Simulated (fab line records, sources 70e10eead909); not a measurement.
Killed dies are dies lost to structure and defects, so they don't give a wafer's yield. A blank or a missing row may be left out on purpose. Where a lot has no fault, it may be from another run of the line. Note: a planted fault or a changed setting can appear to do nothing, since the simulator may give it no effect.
fab line records	flow nand-harc
record lots=7	wafers=21	last-day=24
route steps=1159 shown A_STAIRCASE@537 END@1159
lots untouched by any fault: they come from a run of this same line in which no faults occurred
start-h: start of the lot's first displayed wafer, in hours after the record's first day	wait-h: hours from the lot's prior step to this one	" repeats the value in the row above	L1.1+2: a row that stands for several wafers	- no value, or no start was given	* or withheld: withheld	< > ~ a bound
route shown NAME@n: names a module that has steps shown in the file, with the first one's number in the route	usual: mean and standard deviation over wafers with no fault	same: alike in all rows	chamber/n: place in a boat	sites: each site's reading	_std_site: how widely they spread, as a standard deviation	_edge_site: inner sites' mean taken away from outer sites' mean	radius-mm: how far each site lies from the wafer's centre	mask NAME#n: copy n	behind: the last tool/chamber to shape the wafer	hold: cause of the lot's hold/its duration in hours/its outcome	device: transistor that didn't switch, given as n, p or np	end of line: tests of these same wafers at the route's end	step lacking rows: just its recipe	killed: at the first sort, the dies lost to defects and structure; wafer yield is something else	map: dies across one wafer; x = killed, . = not, _ = none there
set.NAME: setting as actually run; set.NAME@STEP: the setting as run at that earlier step	model.NAME: the simulator's own value behind a step, which no gauge read
a table for each step, a row for each wafer; lots at some steps of the route
services: a tool's chamber out of use, with start hour (start-h, from the record's first day; less than 0 if before it), hours out, and reason
## steps
# step NHARC_A_STAIRCASE_DEHYDRATE_01
# recipe temp-c=150	time-s=120
# step NHARC_A_STAIRCASE_HMDS_02
# recipe time-s=30
# step NHARC_A_STAIRCASE_COAT_03
# recipe spin-rpm=1200
# step NHARC_A_STAIRCASE_SOFTBAKE_04
# recipe temp-c=135	time-s=170
# step NHARC_A_STAIRCASE_EBR_05
# step NHARC_A_STAIRCASE_EXPOSE_06
# recipe na=0.5	dose-mj=25.43	mask-id=STAIR
# step NHARC_A_STAIRCASE_PEB_07
# recipe peb-temp-c=115	peb-time-s=130
# step NHARC_A_STAIRCASE_DEVELOP_08
# recipe time-s=140
# step NHARC_A_STAIRCASE_HARDBAKE_10
# recipe temp-c=120	time-s=140
# step NHARC_A_STAIRCASE_DESCUM_11
# recipe time-s=3	o2-flow-sccm=200	ar-flow-sccm=0	bias-power-w=0	chemistry=O2
# usual chamber-pressure-mTorr=60.00/0.059	drypump-motor-current-A=6.0/0.37	oes-product-au=0.999/0.01	rf-vpp-V=57.7/0.93	showerhead-plenum-p-Torr=1.94/0.093	throttle-valve-pct=11.311/0.0097
lot.wafer	tool	chamber	start-h	wait-h	chamber-pressure-mTorr	drypump-motor-current-A	oes-product-au	rf-hours-counter-h	rf-vpp-V	showerhead-plenum-p-Torr	throttle-valve-pct
L569.4	rie-diel-02	2	271.52	-	60.01	5.2	0.997	44	56.0	1.89	11.316
L569.2	"	3	"	"	59.99	6.4	1.002	46	58.6	1.93	11.314
L569.1	"	1	"	"	60.03	5.4	0.993	44	56.7	1.85	11.327
L571.1	rie-diel-10	2	287.01	-	60.02	6.4	0.988	30	59.0	1.98	11.308
L571.3	"	3	"	"	59.98	6.0	0.999	37	57.0	1.77	11.307
L571.2	"	0	"	"	60.03	6.2	0.992	31	58.4	2.02	11.311
L573.3	rie-diel-10	0	293.08	-	59.95	6.2	0.994	33	59.1	2.02	11.298
L573.5	"	3	"	"	60.01	5.9	1.000	-	58.4	1.76	11.316
L573.6	"	0	"	"	59.95	6.2	1.000	-	56.8	2.02	11.312
L572.1	rie-diel-06	1	296.86	-	60.13	6.0	1.004	18	59.4	2.07	11.324
L572.3	"	2	"	"	60.00	5.4	1.014	14	57.9	1.95	11.293
L572.2	"	3	"	"	59.97	6.0	1.017	17	57.4	2.00	11.296
L574.3	rie-diel-10	0	305.72	-	60.01	6.2	1.012	37	57.8	2.02	11.323
L574.1	"	3	"	"	59.95	5.9	1.005	44	57.3	1.76	11.300
L574.5	"	0	"	"	59.99	6.2	1.001	-	57.1	2.02	11.314
L583.3	rie-diel-06	0	357.55	-	60.00	6.5	0.995	40	56.2	1.88	11.316
L583.5	"	0	"	"	59.87	6.5	0.981	-	57.0	1.88	11.318
L583.6	"	1	"	"	60.04	6.0	1.001	-	58.0	2.06	11.308
L585.4	rie-diel-06	2	357.61	-	59.95	5.5	1.012	36	59.1	1.94	11.323
L585.3	"	3	"	"	60.01	6.0	1.012	40	58.9	2.00	11.316
L585.5	"	3	"	"	60.00	6.0	1.006	-	57.6	2.00	11.319
# step NHARC_A_STAIRCASE_TRIM_12
# recipe time-s=211.2	o2-flow-sccm=500	ar-flow-sccm=0	bias-w=0	chemistry=O2
# usual chamber-pressure-mTorr=60.00/0.056	drypump-motor-current-A=6.0/0.38	oes-product-au=1.000/0.011	rf-vpp-V=57.9/0.88	showerhead-plenum-p-Torr=3.57/0.16	throttle-valve-pct=17.036/0.0085
lot.wafer	tool	chamber	start-h	wait-h	chamber-pressure-mTorr	drypump-motor-current-A	oes-product-au	rf-hours-counter-h	rf-vpp-V	showerhead-plenum-p-Torr	throttle-valve-pct
L569.4	rie-diel-02	2	271.61	0.1	59.96	5.2	0.992	44	58.5	3.48	17.035
L569.2	"	3	"	"	60.02	6.4	1.003	46	58.2	3.56	17.034
L569.1	"	1	"	"	59.99	5.4	0.995	44	59.5	3.43	17.038
L571.3	rie-diel-10	2	287.12	0.1	60.13	6.4	1.000	30	58.3	3.63	17.027
L571.2	"	0	"	"	60.04	6.2	1.011	31	58.0	3.71	17.024
L571.1	"	1	"	"	59.97	5.7	1.002	41	59.9	3.78	17.036
L573.3	rie-diel-10	1	293.30	0.2	59.98	5.7	0.995	44	59.5	3.78	17.028
L573.5	"	2	"	"	59.98	6.4	0.998	-	57.1	3.63	17.027
L573.6	"	3	"	"	59.97	6.0	1.005	-	56.3	3.27	17.032
L572.1	rie-diel-06	3	296.94	0.1	59.97	6.0	1.013	17	58.2	3.68	17.024
L572.3	"	0	"	"	59.92	6.5	0.978	16	57.6	3.48	17.036
L572.2	"	2	"	"	60.01	5.5	1.003	14	57.2	3.59	17.034
L574.1	rie-diel-10	0	305.84	0.1	60.02	6.2	1.006	37	57.2	3.71	17.043
L574.3	"	1	"	"	59.95	5.7	0.991	47	57.9	3.78	17.028
L574.5	"	2	"	"	59.98	6.4	0.999	-	56.1	3.63	17.042
L583.3	rie-diel-06	3	357.75	0.2	59.98	6.0	1.001	40	58.3	3.67	17.036
L583.5	"	0	"	"	60.03	6.5	0.985	-	58.6	3.46	17.048
L583.6	"	1	"	"	60.05	6.0	0.998	-	58.7	3.78	17.037
L585.3	rie-diel-06	1	357.80	0.2	59.99	6.0	1.003	40	59.7	3.78	17.011
L585.4	"	3	"	"	60.10	6.0	1.005	40	57.7	3.67	17.054
L585.5	"	2	"	"	59.97	5.5	1.019	-	58.4	3.58	17.026
# step NHARC_A_STAIRCASE_ETCH_13
# recipe target-depth-a=1000	time-s=40.5	ion-energy-ev=400	c4f8-flow-sccm=20	o2-flow-sccm=10	ar-flow-sccm=withheld	rf-w=600	bias-w=1000	chemistry=C4F8/O2
# usual bias-w=1000.3/2.6	chamber-pressure-mTorr=25.000/0.022	oes-product-au=0.938/0.017	rf-vpp-V=898/5.9
lot.wafer	tool	chamber	start-h	wait-h	bias-w	chamber-pressure-mTorr	oes-product-au	rf-hours-counter-h	rf-vpp-V
L569.4	rie-diel-02	1	271.76	-	1001.5	24.991	0.951	45	892
L569.2	"	3	"	"	1001.8	24.964	0.945	46	897
L569.1	"	0	"	"	996.0	25.003	0.953	47	892
L571.3	rie-diel-10	3	287.36	-	1001.9	24.969	0.920	37	886
L571.2	"	1	"	"	999.3	24.987	0.924	41	905
L571.1	"	2	"	"	1002.9	24.955	0.924	30	899
L573.3	rie-diel-10	3	293.42	-	-	-	-	-	-
L573.6	"	0	"	"	-	-	-	-	-
L573.5	"	1	"	"	-	-	-	-	-
L572.2	rie-diel-06	1	297.09	-	-	-	-	-	-
L572.1	"	2	"	"	-	-	-	-	-
L572.3	"	0	"	"	-	-	-	-	-
L574.3	rie-diel-10	3	305.96	-	-	-	-	-	-
L574.1	"	0	"	"	-	-	-	-	-
L574.5	"	3	"	"	-	-	-	-	-
L583.3	rie-diel-06	2	358.07	-	999.5	25.008	0.945	36	898
L583.5	"	0	"	"	1003.4	25.023	0.928	-	894
L583.6	"	1	"	"	1000.6	25.010	0.939	-	905
L585.4	rie-diel-06	1	358.09	-	996.7	25.001	0.927	41	905
L585.3	"	2	"	"	997.4	25.003	0.941	36	899
L585.5	"	1	"	"	997.8	24.969	0.930	-	905
# step NHARC_A_STAIRCASE_TRIM_14
# recipe time-s=211.2	o2-flow-sccm=500	ar-flow-sccm=0	bias-w=0	chemistry=O2
# usual chamber-pressure-mTorr=59.99/0.056	drypump-motor-current-A=5.9/0.38	oes-product-au=1.001/0.01	rf-vpp-V=57.9/0.91	showerhead-plenum-p-Torr=3.58/0.16	throttle-valve-pct=17.036/0.0091
lot.wafer	tool	chamber	start-h	wait-h	chamber-pressure-mTorr	drypump-motor-current-A	oes-product-au	rf-hours-counter-h	rf-vpp-V	showerhead-plenum-p-Torr	throttle-valve-pct
L569.4	rie-diel-02	1	-	-	60.02	5.4	0.998	45	58.1	3.43	17.028
L569.1	"	2	"	"	59.96	5.2	0.994	44	57.4	3.48	17.038
L569.2	"	3	"	"	59.91	6.3	1.002	46	59.3	3.56	17.041
L571.3	rie-diel-10	0	-	-	59.98	6.2	1.004	31	60.3	3.71	17.032
L571.2	"	1	"	"	59.98	5.7	0.993	41	59.0	3.78	17.045
L571.1	"	2	"	"	59.93	6.4	0.993	30	58.2	3.63	17.042
L573.3	rie-diel-10	0	-	-	60.07	6.2	1.015	34	58.0	3.71	17.050
L573.6	"	1	"	"	60.00	5.7	0.990	-	57.2	3.78	17.032
L573.5	"	2	"	"	60.04	6.4	0.993	-	56.1	3.63	17.034
L572.1	rie-diel-06	2	-	-	60.02	5.5	1.005	14	58.4	3.59	17.044
L572.2	"	0	"	"	59.94	6.5	0.983	16	57.9	3.48	17.034
L572.3	"	1	"	"	59.98	6.0	1.009	18	58.8	3.80	17.041
L574.3	rie-diel-10	2	-	-	59.92	6.4	0.994	37	57.9	3.63	17.028
L574.1	"	3	"	"	59.89	6.0	1.012	44	57.1	3.27	17.029
L574.5	"	1	"	"	60.02	5.7	1.004	-	59.3	3.78	17.023
L583.3	rie-diel-06	2	-	-	60.02	5.5	1.016	36	57.7	3.58	17.027
L583.5	"	1	"	"	60.06	6.0	1.011	-	57.7	3.78	17.043
L583.6	"	2	"	"	59.98	5.5	1.006	-	58.3	3.58	17.033
L585.3	rie-diel-06	2	-	-	60.04	5.5	1.014	36	58.9	3.58	17.040
L585.4	"	0	"	"	60.06	6.4	0.993	41	57.0	3.46	17.030
L585.5	"	2	"	"	60.08	5.4	1.019	-	58.0	3.58	17.031
# step NHARC_END_SORT_01
# recipe temp-c=25
# usual killed-at-array=28/10	killed-at-other=0.5/0.82	killed-at-periphery=3.4/2.2	killed-dies=31/10	killed-open=3.4/1.9	killed-short=1.9/1.3
# same gross-dies=677
lot.wafer	tool	chamber	start-h	wait-h	killed-at-array	killed-at-other	killed-at-periphery	killed-dies	killed-open	killed-short
L574.1	prober-01	0	507.59	2.5	676	0	1	677	2	1
L574.3	prober-01	0	509.19	3.1	677	0	0	677	2	2
L574.5	prober-01	0	510.79	3.7	676	0	1	677	5	1
L573.3	prober-02	0	509.21	3.1	671	1	5	677	6	3
L573.5	prober-02	0	510.79	3.7	674	0	3	677	3	2
L573.6	prober-02	0	511.58	4.0	673	0	4	677	3	0
L572.1	prober-02	0	515.44	2.6	674	0	3	677	3	1
L572.2	prober-02	0	516.24	2.8	671	0	6	677	2	2
L572.3	prober-02	0	517.04	3.1	671	1	5	677	4	3
# killed by level:class
L574.1 A_STAIRCASE:area-etch=660 A_SLIT:chamber-film-flake=7 A_CONTACT:chamber-film-flake=3 A_CHANNEL_HOLE_D1:chamber-film-flake=2 A_STAIRCASE:chamber-film-flake=2 P_M0:geometric-particle:open=1 A_SGD_CUT:geometric-particle:short=1 A_CONTACT:geometric-particle:open=1
L574.3 A_STAIRCASE:area-etch=652 A_STAIRCASE:chamber-film-flake=6 A_SLIT:chamber-film-flake=6 A_CONTACT:chamber-film-flake=4 A_CONTACT:geometric-particle:open=2 A_CHANNEL_HOLE_D1:chamber-film-flake=2 A_ONON_D1:geometric-particle:short=1 A_M1:geometric-particle:short=1
L573.3 A_STAIRCASE:area-etch=644 A_CHANNEL_HOLE_D1:chamber-film-flake=17 P_STI:chamber-film-flake=3 A_M0:geometric-particle:open=2 P_M0:chamber-film-flake=2 A_SLIT:chamber-film-flake=2 A_CHANNEL_HOLE_D1:geometric-particle:short=1 A_CHANNEL_FILL_D1:geometric-particle:open=1
L573.5 A_STAIRCASE:area-etch=639 A_CHANNEL_HOLE_D1:chamber-film-flake=21 A_SLIT:chamber-film-flake=4 A_STAIRCASE:chamber-film-flake=3 P_CONTACT:geometric-particle:open=1 A_CHANNEL_FILL_D1:geometric-particle:short=1 A_WL_FILL:geometric-particle:short=1 A_CONTACT:geometric-particle:open=1
L574.5 A_STAIRCASE:area-etch=651 A_CHANNEL_HOLE_D1:chamber-film-flake=7 A_STAIRCASE:chamber-film-flake=5 A_CONTACT:chamber-film-flake=5 A_SLIT:chamber-film-flake=3 A_CONTACT:geometric-particle:open=2 P_GATE:geometric-particle:open=1 A_ONON_D1:geometric-particle:open=1
L573.6 A_STAIRCASE:area-etch=649 A_CHANNEL_HOLE_D1:chamber-film-flake=13 A_STAIRCASE:chamber-film-flake=5 P_STI:chamber-film-flake=2 A_CONTACT:chamber-film-flake=2 P_CONTACT:geometric-particle:open=1 A_CONTACT:geometric-particle:open=1 A_BLC:geometric-particle:open=1
L572.1 A_STAIRCASE:area-etch=649 A_SLIT:chamber-film-flake=10 A_CHANNEL_HOLE_D1:chamber-film-flake=5 A_CONTACT:geometric-particle:open=2 P_M0:chamber-film-flake=2 A_CONTACT:chamber-film-flake=2 A_STAIRCASE:chamber-film-flake=2 A_CHANNEL_FILL_D1:geometric-particle:open=1
L572.2 A_STAIRCASE:area-etch=645 A_SLIT:chamber-film-flake=11 A_CHANNEL_HOLE_D1:chamber-film-flake=4 A_STAIRCASE:chamber-film-flake=3 A_WL_FILL:chamber-film-flake=3 P_ZERO_WELL:chamber-film-flake=2 P_BONDPAD:chamber-film-flake=2 A_CHANNEL_FILL_D1:chamber-film-flake=2
L572.3 A_STAIRCASE:area-etch=651 A_SLIT:chamber-film-flake=8 P_BONDPAD:chamber-film-flake=3 A_STAIRCASE:chamber-film-flake=3 A_CHANNEL_FILL_D1:chamber-film-flake=2 A_CONTACT:chamber-film-flake=2 P_GATE:geometric-particle:short=1 P_M0:geometric-particle:short=1
# map L572.1 (x killed, . not)
____________x____________
_________xxxxxxx_________
_______xxxxxxxxxxx_______
______xxxxxxxxxxxxx______
_____xxxxxxxxxxxxxxx_____
____xxxxxxxxxxxxxxxxx____
____xxxxxxxxxxxxxxxxx____
___xxxxxxxxxxxxxxxxxxx___
___xxxxxxxxxxxxxxxxxxx___
__xxxxxxxxxxxxxxxxxxxxx__
__xxxxxxxxxxxxxxxxxxxxx__
_xxxxxxxxxxxxxxxxxxxxxxx_
_xxxxxxxxxxxxxxxxxxxxxxx_
_xxxxxxxxxxxxxxxxxxxxxxx_
_xxxxxxxxxxxxxxxxxxxxxxx_
_xxxxxxxxxxxxxxxxxxxxxxx_
xxxxxxxxxxxxxxxxxxxxxxxxx
xxxxxxxxxxxxxxxxxxxxxxxxx
xxxxxxxxxxxxxxxxxxxxxxxxx
xxxxxxxxxxxxxxxxxxxxxxxxx
xxxxxxxxxxxxxxxxxxxxxxxxx
_xxxxxxxxxxxxxxxxxxxxxxx_
_xxxxxxxxxxxxxxxxxxxxxxx_
_xxxxxxxxxxxxxxxxxxxxxxx_
_xxxxxxxxxxxxxxxxxxxxxxx_
_xxxxxxxxxxxxxxxxxxxxxxx_
__xxxxxxxxxxxxxxxxxxxxx__
__xxxxxxxxxxxxxxxxxxxxx__
___xxxxxxxxxxxxxxxxxxx___
___xxxxxxxxxxxxxxxxxxx___
____xxxxxxxxxxxxxxxxx____
____xxxxxxxxxxxxxxxxx____
_____xxxxxxxxxxxxxxx_____
______xxxxxxxxxxxxx______
_______xxxxxxxxxxx_______
_________xxxxxxx_________
____________x____________
# map L573.3 (x killed, . not)
____________x____________
_________xxxxxxx_________
_______xxxxxxxxxxx_______
______xxxxxxxxxxxxx______
_____xxxxxxxxxxxxxxx_____
____xxxxxxxxxxxxxxxxx____
____xxxxxxxxxxxxxxxxx____
___xxxxxxxxxxxxxxxxxxx___
___xxxxxxxxxxxxxxxxxxx___
__xxxxxxxxxxxxxxxxxxxxx__
__xxxxxxxxxxxxxxxxxxxxx__
_xxxxxxxxxxxxxxxxxxxxxxx_
_xxxxxxxxxxxxxxxxxxxxxxx_
_xxxxxxxxxxxxxxxxxxxxxxx_
_xxxxxxxxxxxxxxxxxxxxxxx_
_xxxxxxxxxxxxxxxxxxxxxxx_
xxxxxxxxxxxxxxxxxxxxxxxxx
xxxxxxxxxxxxxxxxxxxxxxxxx
xxxxxxxxxxxxxxxxxxxxxxxxx
xxxxxxxxxxxxxxxxxxxxxxxxx
xxxxxxxxxxxxxxxxxxxxxxxxx
_xxxxxxxxxxxxxxxxxxxxxxx_
_xxxxxxxxxxxxxxxxxxxxxxx_
_xxxxxxxxxxxxxxxxxxxxxxx_
_xxxxxxxxxxxxxxxxxxxxxxx_
_xxxxxxxxxxxxxxxxxxxxxxx_
__xxxxxxxxxxxxxxxxxxxxx__
__xxxxxxxxxxxxxxxxxxxxx__
___xxxxxxxxxxxxxxxxxxx___
___xxxxxxxxxxxxxxxxxxx___
____xxxxxxxxxxxxxxxxx____
____xxxxxxxxxxxxxxxxx____
_____xxxxxxxxxxxxxxx_____
______xxxxxxxxxxxxx______
_______xxxxxxxxxxx_______
_________xxxxxxx_________
____________x____________
## services
tool	chamber	start-h	hours	kind
rie-diel-06	0	250.43	-	clean
rie-diel-06	0	250.43	-	consumable-replace:focus-ring
rie-diel-06	1	250.43	-	clean
rie-diel-06	1	250.43	-	consumable-replace:showerhead
rie-diel-06	2	250.43	-	clean
rie-diel-06	3	250.43	-	clean
rie-diel-10	0	259.12	-	clean
rie-diel-10	1	259.12	-	clean
rie-diel-10	2	259.12	-	clean
rie-diel-10	3	259.12	-	clean
rie-diel-06	0	275.01	-	clean
rie-diel-06	1	275.01	-	clean
rie-diel-06	2	275.01	-	clean
rie-diel-06	3	275.01	-	clean
rie-diel-10	0	283.91	-	clean
rie-diel-10	1	283.91	-	clean
rie-diel-10	2	283.91	-	clean
rie-diel-10	3	283.91	-	clean
rie-diel-06	0	299.57	-	clean
rie-diel-06	1	299.57	-	clean
rie-diel-06	2	299.57	-	clean
rie-diel-10	-	310.41	0.8	repair
rie-diel-02	-	329.09	9.0	pm
rie-diel-10	-	353.53	9.0	pm
## key
first-sign step=NHARC_A_STAIRCASE_ETCH_13	reading=tool-record	direction=missing
effect step=NHARC_END_SORT_01	reading=killed-at-array	direction=up	sigmas=63	usual=28	struck=674
more-kills-born-at NHARC_A_STAIRCASE_ETCH_13@rie-diel-10=3892	NHARC_A_STAIRCASE_ETCH_13@rie-diel-06=1946
met-at NHARC_A_STAIRCASE_ETCH_13
struck-wafers L572.1,L572.2,L572.3,L573.3,L573.5,L573.6,L574.1,L574.3,L574.5
later-rows-left-out L572.1,L572.2,L572.3,L573.3,L573.5,L573.6,L574.1,L574.3,L574.5
tester-left-out L572,L573,L574
onset-between 287.36 293.42
fault kind=skipped-step-whole	tool=rie-diel-06,rie-diel-10	chamber=-	onset-h=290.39	steps=NHARC_A_STAIRCASE_ETCH_13	scope=struck-lots-only
# tester-left-out: of these lots the tester's yield and bins aren't shown, on N5 and GAA mostly nor the transistor test; their killed dies are dies lost to structure and defects alone, not to doping, threshold or leakage, so they don't give the yield
# later-rows-left-out: the simulator's readings of these wafers behind a module that went badly wrong aren't trusted and aren't shown, but for the sort
